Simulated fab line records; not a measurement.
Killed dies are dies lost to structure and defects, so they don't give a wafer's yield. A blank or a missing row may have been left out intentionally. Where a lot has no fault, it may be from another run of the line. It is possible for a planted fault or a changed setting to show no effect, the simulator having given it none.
Chamber matching    flow n5_finfet    pecvd-03 running N5_BEOL_M0_DEP_125: 3 sister chambers
The step deposits SiCN from 3MS/NH3, target thk 8 nm, time 14 s. 6 wafers are shown with their chamber, then 12 later ones without.

== EACH WAFER AND ITS CHAMBER ==
wafer   chamber  throttle_valve_pct (%)  showerhead_plenum_p_Torr (Torr)
L085.2  2        8.3                     3.642
L088.5  2        8.4                     3.647
L089.3  0        9.2                     3.666
L089.4  1        9.5                     3.674
L089.5  0        9.0                     3.655
L089.6  1        9.6                     3.670

== WAFERS WHOSE CHAMBER IS MISSING ==
wafer   throttle_valve_pct (%)  showerhead_plenum_p_Torr (Torr)
L092.1  9.1                     3.668
L092.4  9.0                     3.665
L092.6  8.0                     3.643
L093.1  8.1                     3.644
L093.5  8.3                     3.640
L093.6  9.7                     3.662
L096.2  8.0                     3.646
L096.3  8.4                     3.650
L096.4  9.4                     3.675
L097.1  8.3                     3.640
L097.2  9.1                     3.669
L097.4  8.7                     3.657

== EACH ONE'S CHAMBER ==
wafer   from the rows above      in truth
L092.1  0                        0
L092.4  0                        0
L092.6  2                        2
L093.1  2                        2
L093.5  2                        2
L093.6  1                        1
L096.2  2                        2
L096.3  2                        2
L096.4  1                        1
L097.1  2                        2
L097.2  0                        0
L097.4  can't be placed: 0 or 2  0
Correct placement for 11 of the 12. Not placeable from these rows: 1 (in 1, the candidates include the true chamber). 0 placed wrongly.
How it was worked out, from the rows above alone: a wafer's distance from a chamber is the root of the sum, over the readings, of the square of ((its reading less the chamber's mean) divided by the reading's scatter). If the next closest chamber is less than 2 further off than the closest, the wafer can't be placed; otherwise it belongs to the closest. Each chamber's mean is taken over the wafers shown for it. The scatter: take each reading less its chamber's mean, square it, sum over the shown wafers, divide by the number of wafers less the number of chambers, and take the root.
